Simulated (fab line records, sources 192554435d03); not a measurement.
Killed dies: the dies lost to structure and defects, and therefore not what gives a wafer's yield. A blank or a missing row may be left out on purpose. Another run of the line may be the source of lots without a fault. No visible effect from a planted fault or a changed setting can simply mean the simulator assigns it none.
Split-lot trial :: flow n5_finfet :: 21 wafers read from 7 lots, route of 1938 steps

== ON THE SPLIT ==
At N5_BEOL_M4_COAT_73 (time 60 s, resist thk 5 nm), the setting spin_rpm was moved away from the recipe's 1500 rpm on 6 of the 21 wafers read, by -10.4% to +10.9%. The other wafers ran this setting at the recipe's value.

== FROM THE SPLIT TO THE READING: what the file shows between them, 3 steps ==
- N5_BEOL_M4_COAT_05: resist thk 30 nm
- N5_BEOL_M4_EBR_07
- N5_BEOL_M4_DESCUM_16: chemistry O2, time 7 s

== THE READING ==
etch.depth_nm (the simulator's own value, which no gauge read), in nm, at N5_BEOL_M4_ETCH_74 (etches underlayer in N2/H2, target depth 6.5 nm, time 5.2 s). There is no usual value for it anywhere in the file. Average 5.003 nm, standard deviation 0.0071 nm, over the 15 wafers here run with the recipe.

wafer: L074.2
tool, chamber at the split: litho_track-04, 0
spin_rpm as run, rpm: 1500
against the recipe: recipe
etch.depth_nm, nm: 5.003
against lot-mates on the recipe: -

wafer: L074.4
tool, chamber at the split: litho_track-04, 0
spin_rpm as run, rpm: 1663
against the recipe: +10.9%
etch.depth_nm, nm: 4.75
against lot-mates on the recipe: -0.253

wafer: L074.5
tool, chamber at the split: litho_track-04, 0
spin_rpm as run, rpm: 1663
against the recipe: +10.9%
etch.depth_nm, nm: 4.762
against lot-mates on the recipe: -0.241

wafer: L079.1
tool, chamber at the split: litho_track-04, 0
spin_rpm as run, rpm: 1500
against the recipe: recipe
etch.depth_nm, nm: 5.013
against lot-mates on the recipe: -

wafer: L079.5
tool, chamber at the split: litho_track-04, 0
spin_rpm as run, rpm: 1500
against the recipe: recipe
etch.depth_nm, nm: 5.013
against lot-mates on the recipe: -

wafer: L079.2
tool, chamber at the split: litho_track-04, 0
spin_rpm as run, rpm: 1607
against the recipe: +7.1%
etch.depth_nm, nm: 4.831
against lot-mates on the recipe: -0.182

wafer: L084.4
tool, chamber at the split: litho_track-03, 0
spin_rpm as run, rpm: 1543
against the recipe: +2.9%
etch.depth_nm, nm: 4.938
against lot-mates on the recipe: -0.066

wafer: L084.5
tool, chamber at the split: litho_track-03, 0
spin_rpm as run, rpm: 1500
against the recipe: recipe
etch.depth_nm, nm: 4.998
against lot-mates on the recipe: -

wafer: L084.6
tool, chamber at the split: litho_track-03, 0
spin_rpm as run, rpm: 1500
against the recipe: recipe
etch.depth_nm, nm: 5.01
against lot-mates on the recipe: -

wafer: L086.4
tool, chamber at the split: litho_track-01, 0
spin_rpm as run, rpm: 1625
against the recipe: +8.3%
etch.depth_nm, nm: 4.806
against lot-mates on the recipe: -0.197

wafer: L086.5
tool, chamber at the split: litho_track-01, 0
spin_rpm as run, rpm: 1500
against the recipe: recipe
etch.depth_nm, nm: 4.997
against lot-mates on the recipe: -

wafer: L086.6
tool, chamber at the split: litho_track-01, 0
spin_rpm as run, rpm: 1500
against the recipe: recipe
etch.depth_nm, nm: 5.01
against lot-mates on the recipe: -

wafer: L089.3
tool, chamber at the split: litho_track-01, 0
spin_rpm as run, rpm: 1500
against the recipe: recipe
etch.depth_nm, nm: 4.999
against lot-mates on the recipe: -

wafer: L089.4
tool, chamber at the split: litho_track-01, 0
spin_rpm as run, rpm: 1500
against the recipe: recipe
etch.depth_nm, nm: 4.99
against lot-mates on the recipe: -

wafer: L089.6
tool, chamber at the split: litho_track-01, 0
spin_rpm as run, rpm: 1500
against the recipe: recipe
etch.depth_nm, nm: 5.001
against lot-mates on the recipe: -

wafer: L093.1
tool, chamber at the split: litho_track-03, 0
spin_rpm as run, rpm: 1500
against the recipe: recipe
etch.depth_nm, nm: 5.003
against lot-mates on the recipe: -

wafer: L093.4
tool, chamber at the split: litho_track-03, 0
spin_rpm as run, rpm: 1500
against the recipe: recipe
etch.depth_nm, nm: 4.991
against lot-mates on the recipe: -

wafer: L093.5
tool, chamber at the split: litho_track-03, 0
spin_rpm as run, rpm: 1500
against the recipe: recipe
etch.depth_nm, nm: 5.008
against lot-mates on the recipe: -

wafer: L096.1
tool, chamber at the split: litho_track-04, 0
spin_rpm as run, rpm: 1344
against the recipe: -10.4%
etch.depth_nm, nm: 5.289
against lot-mates on the recipe: +0.283

wafer: L096.2
tool, chamber at the split: litho_track-04, 0
spin_rpm as run, rpm: 1500
against the recipe: recipe
etch.depth_nm, nm: 5.002
against lot-mates on the recipe: -

wafer: L096.6
tool, chamber at the split: litho_track-04, 0
spin_rpm as run, rpm: 1500
against the recipe: recipe
etch.depth_nm, nm: 5.01
against lot-mates on the recipe: -

THE FIT
A straight line over all 21 wafers: etch.depth_nm changes by -0.0244 nm for each +1% of spin_rpm; r = -1.00; the points scatter about the line by 0.011 nm.
The same after taking each lot's own level away (the mean of its wafers on the recipe; 21 wafers): -0.0244 nm for each +1%; r = -1.00; scatter 0.01 nm.
The reading moves by 0.27 nm for the largest change in spin_rpm, on that fit.
The span of the lots' own levels, 4.9967 to 5.0130 nm, comes to 2.3 times the standard deviation stated above.
The two slopes agree, so the slope changes little with the lot-to-lot level.
Check: -0.265 nm against its lot-mates is what the line predicts for one of the wafers moved furthest among these (+10.9%) when that wafer is left out of the fit. It came out at -0.253 nm against them.

== ADDITIONAL SPLITS CARRIED BY THESE WAFERS ==
These wafers also went through other splits before the reading. Each is held against what the fit with the lots' levels taken away leaves over:
other split on the same wafers: N5_BEOL_M0_SAQP_DEVELOP_13 develop_time_s
wafers away from the commonest value: 10
r with etch.depth_nm (lot level and that fit taken away): +0.07

other split on the same wafers: N5_BEOL_M1_TRENCH_ETCH_37 bias_w
wafers away from the commonest value: 5
r with etch.depth_nm (lot level and that fit taken away): -0.40

other split on the same wafers: N5_BEOL_M3_COAT_05 spin_rpm
wafers away from the commonest value: 12
r with etch.depth_nm (lot level and that fit taken away): +0.03

other split on the same wafers: N5_BEOL_M3_EXPOSE_08 dose_mj
wafers away from the commonest value: 7
r with etch.depth_nm (lot level and that fit taken away): -0.11

other split on the same wafers: N5_BEOL_M3_COAT_67 spin_rpm
wafers away from the commonest value: 6
r with etch.depth_nm (lot level and that fit taken away): -0.01

other split on the same wafers: N5_BEOL_M3_COAT_22 spin_rpm
wafers away from the commonest value: 6
r with etch.depth_nm (lot level and that fit taken away): -0.05

== THE FILE'S OWN FIT ==
etch.depth_nm changes by -0.0247 nm for each +1% of spin_rpm, r = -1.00.
